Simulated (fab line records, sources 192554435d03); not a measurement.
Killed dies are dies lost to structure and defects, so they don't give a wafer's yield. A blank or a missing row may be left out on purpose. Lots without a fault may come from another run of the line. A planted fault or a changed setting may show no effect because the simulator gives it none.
Chamber matching | flow n5_finfet | N5_BEOL_M4_ALD_98 on ald_sin-01: 4 sister chambers
The step deposits SiO2, target thk 2.5 nm, pulse time 1 s, co reactant pulse time 1 s. 8 wafers are shown with their chamber, then 9 later ones without.

WAFERS WITH THEIR CHAMBER
wafer  | chamber | heater_power_w (W) | precursor_pulse_height_rel
L076.2 | 1       | 80                 | 0.976
L078.5 | 2       | 76                 | 1.047
L085.1 | 3       | 73                 | 0.992
L085.2 | 1       | 83                 | 1.003
L085.6 | 0       | 88                 | 1.017
L087.3 | 0       | 89                 | 1.001
L087.5 | 2       | 75                 | 1.025
L087.6 | 3       | 74                 | 0.981

WAFERS WITHOUT THEIR CHAMBER
wafer  | heater_power_w (W) | precursor_pulse_height_rel
L088.1 | 72                 | 1.023
L088.2 | 83                 | 0.985
L088.5 | 76                 | 1.014
L093.1 | 88                 | 1.012
L093.4 | 75                 | 1.008
L093.5 | 72                 | 1.008
L095.2 | 74                 | 1.008
L095.3 | 83                 | 0.974
L095.5 | 83                 | 0.940

WHICH CHAMBER EACH WENT THROUGH
wafer  | from the rows above     | in truth
L088.1 | can't be placed: 3 or 2 | 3
L088.2 | 1                       | 1
L088.5 | can't be placed: 2 or 3 | 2
L093.1 | 0                       | 0
L093.4 | can't be placed: 3 or 2 | 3
L093.5 | can't be placed: 3 or 2 | 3
L095.2 | can't be placed: 3 or 2 | 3
L095.3 | 1                       | 1
L095.5 | 1                       | 1
Placed correctly: 4 of 9. Can't be placed from these rows: 5 (the true chamber is among the candidates in 5). Placed wrongly: 0.
How it was worked out, from the rows above alone: a wafer's distance from a chamber is the root of the sum, over the readings, of the square of ((its reading less the chamber's mean) divided by the reading's scatter). The wafer belongs to the nearest chamber; if the next one is less than 2 further off, it can't be placed. A chamber's mean is the mean of its shown wafers. The scatter: the root of (the sum of the squares of (reading less its chamber's mean) over the shown wafers, divided by (wafers less chambers)).
